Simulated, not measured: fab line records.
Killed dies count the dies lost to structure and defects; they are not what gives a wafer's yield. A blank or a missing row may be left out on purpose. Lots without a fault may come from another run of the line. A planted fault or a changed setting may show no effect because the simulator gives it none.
Struck lot and sound lot, side by side | flow nand_harc | 37 out of 1159 route steps
Sound: these wafers, L737.1, L737.2, L737.3. Wafers struck: L736.2, L736.3, L736.5. The cause is named last.
Per side, at each step with rows, come the tool, then ch with its chambers, and then its first start. Under that, the readings that differ: sound wafers | struck wafers | difference of the means | sigmas: that difference in standard deviations of wafers without a fault.
alike: words and numbers the same on both sides, and readings whose means are apart by under 2 such deviations; not compared: readings that were withheld, readings missing a value for some wafer, numbers with overlapping values and no deviation given by the record, and bounds like >300 which may hide the same value.
Wherever a step has rows on one side only, a row that says differs or no value, or a row with sigmas, the two part there. Non-overlapping numbers with no deviation appear without sigmas and do not part them. Lack of a reading on every wafer of one side parts them only where that side has two or more wafers.

NHARC_A_STAIRCASE_ALD_415: deposits SiO2, target thk 30 nm, pulse time 6 s, ald cycles 300.
  sound on ald_hk-03 ch 1,2,3, day 12 12:55; struck on ald_hk-03 ch 0,1, day 12 17:59
  alike: heater_power_w, precursor_pulse_height_rel, susceptor_temp_C
NHARC_A_STAIRCASE_ETCHBACK_416: etches the open film in C4F8/O2/Ar, target depth 36 nm, time 7.2 s.
  sound on rie_diel-09 ch 0,2,3; struck on rie_diel-06 ch 0,1,3
  reading               | sound             | struck            | difference | sigmas
  oes_product_au (a.u.) | 0.999 1.004 1.008 | 0.937 0.921 0.925 | -0.076     | -3
  alike: bias_w, rf_vpp_V
  not compared: rf_hours_counter_h
NHARC_A_STAIRCASE_STRIP_476: strips in O2, time 20 s.
  sound on rie_diel-09 ch 0,1,3, day 12 15:06; struck on rie_diel-06 ch 1,3, day 12 20:10
  reading               | sound             | struck            | difference | sigmas
  oes_product_au (a.u.) | 0.992 1.000 0.999 | 1.019 1.005 1.020 | +0.018     | +2
  alike: drypump_motor_current_A, o2_flow_sccm, rf_vpp_V, showerhead_plenum_p_Torr, throttle_valve_pct
  not compared: rf_hours_counter_h
then, 8 steps without rows for these wafers: NHARC_A_STAIRCASE_DEP_417 (deposits Si3N4, target thk 60 nm); NHARC_A_STAIRCASE_WET_418 (chemistry H3PO4, target depth 20 nm); NHARC_A_STAIRCASE_PRECLEAN_419 (cleans in SC1); NHARC_A_STAIRCASE_SRD_421; NHARC_A_STAIRCASE_ALD_420 (deposits SiO2, target thk 20 nm, pulse time 6 s, ald cycles 200); NHARC_A_STAIRCASE_CVD_552 (deposits SiNx, target thk 40 nm); NHARC_A_STAIRCASE_DEP_151 (deposits SiO2, target thk 3800 nm); NHARC_A_STAIRCASE_ANNEAL_320 (time 1800 s).
NHARC_A_STAIRCASE_DEP_322: deposits SiO2, target thk 3800 nm.
  sound on pecvd-01 ch 0,1,2, day 13 10:24; struck on pecvd-01 ch 1,2, day 13 16:20
  alike: heater_power_w, susceptor_temp_C
then, 12 steps without rows for these wafers: NHARC_A_STAIRCASE_ANNEAL_323 (time 1800 s); NHARC_A_STAIRCASE_DEP_325 (deposits SiO2, target thk 3800 nm); NHARC_A_STAIRCASE_ANNEAL_326 (time 1800 s); NHARC_A_STAIRCASE_DEHYDRATE_433 (time 120 s); NHARC_A_STAIRCASE_HMDS_434 (time 30 s); NHARC_A_STAIRCASE_COAT_435; NHARC_A_STAIRCASE_SOFTBAKE_436 (time 170 s); NHARC_A_STAIRCASE_EBR_437; NHARC_A_STAIRCASE_EXPOSE_438 (exposes mask STAIR REV); NHARC_A_STAIRCASE_PEB_439 (peb time 130 s); NHARC_A_STAIRCASE_DEVELOP_440 (time 140 s); NHARC_A_STAIRCASE_HARDBAKE_442 (time 140 s).
NHARC_A_STAIRCASE_DESCUM_443: chemistry O2, time 3 s.
  sound on rie_diel-07 ch 0,2,3, day 14 02:58; struck on rie_diel-07 ch 1,2, day 14 09:40
  alike: drypump_motor_current_A, o2_flow_sccm, oes_product_au, rf_vpp_V, showerhead_plenum_p_Torr, throttle_valve_pct
  not compared: rf_hours_counter_h
then, 5 steps without rows for these wafers: NHARC_A_STAIRCASE_ETCH_444 (etches the open film in C4F8/O2, target depth 10200 nm, time 3400 s); NHARC_A_STAIRCASE_STRIP_446 (strips in O2); NHARC_A_STAIRCASE_STRIP_447 (strips in SPM, time 900 s); NHARC_A_STAIRCASE_PRECLEAN_448 (cleans in SC1); NHARC_A_STAIRCASE_SRD_449.
NHARC_A_STAIRCASE_CMP_450: polishes SiO2, target thk 200 nm.
  sound on cmp-02 ch 0,2,3, day 14 06:08; struck on cmp-01 ch 1,3, day 14 12:57
  alike: motor_current_A
then, 5 steps without rows for these wafers: NHARC_A_STAIRCASE_CMP_152 (polishes); NHARC_A_STAIRCASE_SRD_154; NHARC_A_STAIRCASE_ETCH_403 (etches SiO2 in dHF, target depth 108.2 nm); NHARC_A_STAIRCASE_ETCHBACK_422 (etches the open film in CH3F/O2, target depth 40 nm, time 74.286 s); NHARC_A_STAIRCASE_ETCH_423 (etches SiO2 in dHF, target depth 30 nm).
-- record jumps: 6 days between struck wafers' starts before vs after; left off in module A_STAIRCASE, resumes in module END, first step shown is number 1159 of the route --
NHARC_END_SORT_01:
  at this point the record logs the struck wafers (prober-01 ch 0, day 20 09:59) and has no rows for the sound ones

== WHERE THEY PART ==
First at NHARC_A_STAIRCASE_ETCHBACK_416; last, within this record, at NHARC_END_SORT_01.

WHY: what the simulator had put in
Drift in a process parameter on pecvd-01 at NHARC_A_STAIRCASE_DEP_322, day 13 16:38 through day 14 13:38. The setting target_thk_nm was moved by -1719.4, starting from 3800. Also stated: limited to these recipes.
